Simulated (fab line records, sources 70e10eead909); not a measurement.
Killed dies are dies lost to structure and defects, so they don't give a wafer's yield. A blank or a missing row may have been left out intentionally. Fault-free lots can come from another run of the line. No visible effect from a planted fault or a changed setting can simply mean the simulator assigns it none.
Chamber matching ; flow nand harc ; pecvd-03 running NHARC_P_M0_DEP_32: 3 sister chambers
The step deposits SiCN, target thk 30 nm. 3 wafers are shown with their chamber, then 7 later ones without.

WAFERS, EACH WITH ITS CHAMBER
wafer;chamber;heater power w (W)
L760.1;2;563
L772.3;1;543
L772.4;0;397

WAFERS WHOSE CHAMBER IS MISSING
wafer;heater power w (W)
L772.6;549
L774.1;509
L774.4;493
L774.6;550
L776.2;486
L776.4;568
L776.6;499

EACH ONE'S CHAMBER
wafer;from the rows above;in truth
L772.6;can't be placed: 1 or 2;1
L774.1;can't be placed: 1 or 2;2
L774.4;can't be placed: 1 or 2 or 0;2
L774.6;can't be placed: 1 or 2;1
L776.2;can't be placed: 1 or 2 or 0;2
L776.4;can't be placed: 2 or 1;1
L776.6;can't be placed: 1 or 2 or 0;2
Correctly placed: 0 of 7. These rows do not allow placing 7 (true chamber among the candidates in 7). 0 placed wrongly.
How it was worked out, from the rows above alone: a wafer's distance from a chamber is the root of the sum, over the readings, of the square of ((its reading less the chamber's mean) divided by the reading's scatter). The wafer belongs to the nearest chamber; if the next one is less than 2 further off, it can't be placed. Each chamber's mean is taken over the wafers shown for it. The scatter (one wafer shown for each chamber): square how far every hidden wafer sits from the nearest shown wafer, average those squares and take the square root.
